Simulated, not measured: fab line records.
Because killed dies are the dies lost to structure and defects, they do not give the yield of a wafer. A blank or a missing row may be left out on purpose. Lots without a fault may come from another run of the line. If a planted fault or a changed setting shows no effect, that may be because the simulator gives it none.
Split-lot trial	flow n5-finfet	7 lots, 39 wafers read, on a route of 1938 steps

THE SPLIT
At N5_BEOL_M15_ILD_DEP_00 (deposits SiO2 from TEOS/O2, target thk 1629.3 nm, time 346.1 s), the setting time-s was moved away from the recipe's 346.1 s on 9 of the 39 wafers read, by +37.4% to +46.0%. This setting was run at the recipe's value on the other wafers.

FROM THE SPLIT TO THE READING: what the file shows between them, 10 steps
- N5_BEOL_M15_THK_MEAS_01
- N5_BEOL_M15_COAT_58: time 60 s, resist thk 89 nm
- N5_BEOL_M15_COAT_04: resist thk 800 nm
- N5_BEOL_M15_DESCUM_15: chemistry O2, time 7.9 s
- N5_BEOL_M15_ETCH_59: etches BARC in N2/H2, target depth 89 nm, overetch 26.7 nm, time 67.9 s
- N5_BEOL_M15_VIA_ETCH_16: etches SiO2 in C4F8/O2/Ar, target depth 1792.2 nm
- N5_BEOL_M15_STRIP_63: strips in O2
- N5_BEOL_M15_STRIP_64: strips in O2
- N5_BEOL_M15_STRIP_65: strips in post etch residue remover, time 60 s
- N5_BEOL_M15_SRD_66: time 30 s, dry time 30 s

THE READING
At N5_BEOL_M15_CD_MEAS_17: cd-nm in nanometres, against a target cd of 360 nm. On this fab line, fault-free wafers typically give 361.2 nm with a standard deviation of 2.2 nm.

wafer	tool, chamber at the split	time-s as run, s	against the recipe	cd-nm, nm	against lot-mates on the recipe
L080.1	pecvd-04, 1	346.1	recipe	361.2	-
L080.2	pecvd-04, 0	346.1	recipe	363.1	-
L080.3	pecvd-04, 1	346.1	recipe	363.8	-
L080.4	pecvd-04, 0	346.1	recipe	361.2	-
L080.5	pecvd-04, 1	346.1	recipe	362.6	-
L080.6	pecvd-04, 0	346.1	recipe	362.3	-
L081.1	pecvd-03, 2	486.7	+40.6%	369.2	+7.6
L081.2	pecvd-03, 0	346.1	recipe	363.5	-
L081.3	pecvd-03, 1	346.1	recipe	361.5	-
L081.4	pecvd-03, 2	486.7	+40.6%	365.2	+3.6
L081.5	pecvd-03, 0	346.1	recipe	359.7	-
L081.6	pecvd-03, 1	486.7	+40.6%	371.5	+9.9
L085.2	pecvd-04, 2	346.1	recipe	362.2	-
L085.4	pecvd-04, 1	346.1	recipe	359.4	-
L085.5	pecvd-04, 0	346.1	recipe	359.7	-
L084.1	pecvd-03, 1	346.1	recipe	362.8	-
L084.2	pecvd-03, 0	346.1	recipe	361.6	-
L084.3	pecvd-03, 2	346.1	recipe	361.7	-
L084.4	pecvd-03, 1	346.1	recipe	363.2	-
L084.5	pecvd-03, 2	346.1	recipe	361.3	-
L084.6	pecvd-03, 0	346.1	recipe	364.2	-
L091.1	pecvd-03, 0,2	346.1	recipe	359.9	-
L091.2	pecvd-03, 1	346.1	recipe	358.5	-
L091.3	pecvd-03, 0,2	346.1	recipe	356.4	-
L091.4	pecvd-03, 1	505.3	+46.0%	367.8	+9.5
L091.5	pecvd-03, 0	505.3	+46.0%	365.7	+7.4
L091.6	pecvd-03, 2	505.3	+46.0%	369.7	+11.4
L093.1	pecvd-03, 1	346.1	recipe	359.7	-
L093.2	pecvd-03, 0	346.1	recipe	361.7	-
L093.3	pecvd-03, 2	475.4	+37.4%	365.5	+5.0
L093.4	pecvd-03, 1	475.4	+37.4%	366.2	+5.7
L093.5	pecvd-03, 0	346.1	recipe	360.0	-
L093.6	pecvd-03, 2	475.4	+37.4%	363.7	+3.2
L097.1	pecvd-01, 2,0	346.1	recipe	362.9	-
L097.2	pecvd-01, 1	346.1	recipe	362.2	-
L097.3	pecvd-01, 0	346.1	recipe	364.5	-
L097.4	pecvd-01, 1	346.1	recipe	367.4	-
L097.5	pecvd-01, 2,0	346.1	recipe	365.0	-
L097.6	pecvd-01, 2	346.1	recipe	364.7	-
Rows listing several chambers each stand for several wafers; the file does not say which wafer went through which chamber.

THE FIT
A straight line over all 39 wafers: cd-nm changes by +0.128 nm for each +1% of time-s; r = +0.71; the points scatter about the line by 2.3 nm.
The same after taking each lot's own level away (the mean of its wafers on the recipe; 39 wafers): +0.175 nm for each +1%; r = +0.89; scatter 1.6 nm.
The reading moves by 8 nm for the largest change in time-s, on that fit.
Measured against the standard deviation above, the lots' own levels, which go from 358.27 to 364.45 nm, span 2.8 times it.
So the lot-to-lot level blurs the effect unless lot-mates are compared.
Check: for one of the wafers moved furthest among these (+46.0%), held out of the fit, the line's prediction against its lot-mates is +7.75 nm. It came out at +9.53 nm against them.

OTHER SPLITS ON THESE WAFERS
Other splits were also applied to these wafers ahead of the reading. Each is held against what the fit with the lots' levels taken away leaves over:
other split on the same wafers	wafers away from the commonest value	r with cd-nm (lot level and that fit taken away)
N5_BEOL_M11_TRENCH_ETCH_37 target-depth-a	12	-0.03

THE WHOLE CHAIN: every reading that the file lists as answering this split, in the file's order
step	what it does	reading	change (the file's fit)	r (the file's)
N5_BEOL_M15_ILD_DEP_00	deposits SiO2 from TEOS/O2, target thk 1629.3 nm, time 346.1 s	SiO2_of_BEOL_M15_ILD_DEP_00.thk-nm (the simulator's own value, which no gauge read)	+16.8 nm for each +1% of the setting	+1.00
N5_BEOL_M15_THK_MEAS_01		M15_ILD_THK	+16.8 for each +1% of the setting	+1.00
N5_BEOL_M15_VIA_ETCH_16	etches SiO2 in C4F8/O2/Ar, target depth 1792.2 nm	etch.depth-nm (the simulator's own value, which no gauge read)	+16.8 nm for each +1% of the setting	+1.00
N5_BEOL_M15_VIA_ETCH_16	etches SiO2 in C4F8/O2/Ar, target depth 1792.2 nm	coat_of_BEOL_M15_COAT_04.thk-nm (the simulator's own value, which no gauge read)	-3.96 nm for each +1% of the setting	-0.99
N5_BEOL_M15_CD_MEAS_17	target cd 360 nm	cd-nm	+0.174 nm for each +1% of the setting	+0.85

FILE'S OWN FIT
cd-nm changes by +0.174 nm for each +1% of time-s, r = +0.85.
